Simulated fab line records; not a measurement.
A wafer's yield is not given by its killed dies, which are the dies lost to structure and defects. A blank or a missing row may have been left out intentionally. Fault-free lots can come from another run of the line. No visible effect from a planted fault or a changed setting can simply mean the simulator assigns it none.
Matching of chambers ; flow nand-harc ; NHARC_A_BLC_ALD_23 on ald-metal-02 has 4 sister chambers
The step deposits TiN, target thk 3 nm, pulse time 1 s, ald cycles 150. 4 wafers are shown with their chamber, then 7 later ones without.

## WAFERS PAIRED WITH THEIR CHAMBERS
wafer;chamber;heater-power-outer-w (W)
L083.3;2;646
L083.4;1;742
L084.1;3;591
L084.4;0;671

## WAFERS MISSING THEIR CHAMBER
wafer;heater-power-outer-w (W)
L084.5;665
L092.3;591
L092.4;665
L092.6;649
L096.3;665
L096.4;753
L096.5;638

## WHICH CHAMBER EACH WENT THROUGH
wafer;from the rows above;in truth
L084.5;can't be placed: 0 or 2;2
L092.3;3;3
L092.4;can't be placed: 0 or 2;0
L092.6;2;2
L096.3;can't be placed: 0 or 2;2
L096.4;1;1
L096.5;2;2
4 of 7 placed correctly. These rows do not allow placing 3 (true chamber among the candidates in 3). 0 placed wrongly.
How it was worked out, from the rows above alone: a wafer's distance from a chamber is the root of the sum, over the readings, of the square of ((its reading less the chamber's mean) divided by the reading's scatter). If the next closest chamber is less than 2 further off than the closest, the wafer can't be placed; otherwise it belongs to the closest. A chamber's mean is the mean of its shown wafers. The scatter: root of mean squared gap, hidden wafer to nearest shown wafer, with one shown wafer a chamber.
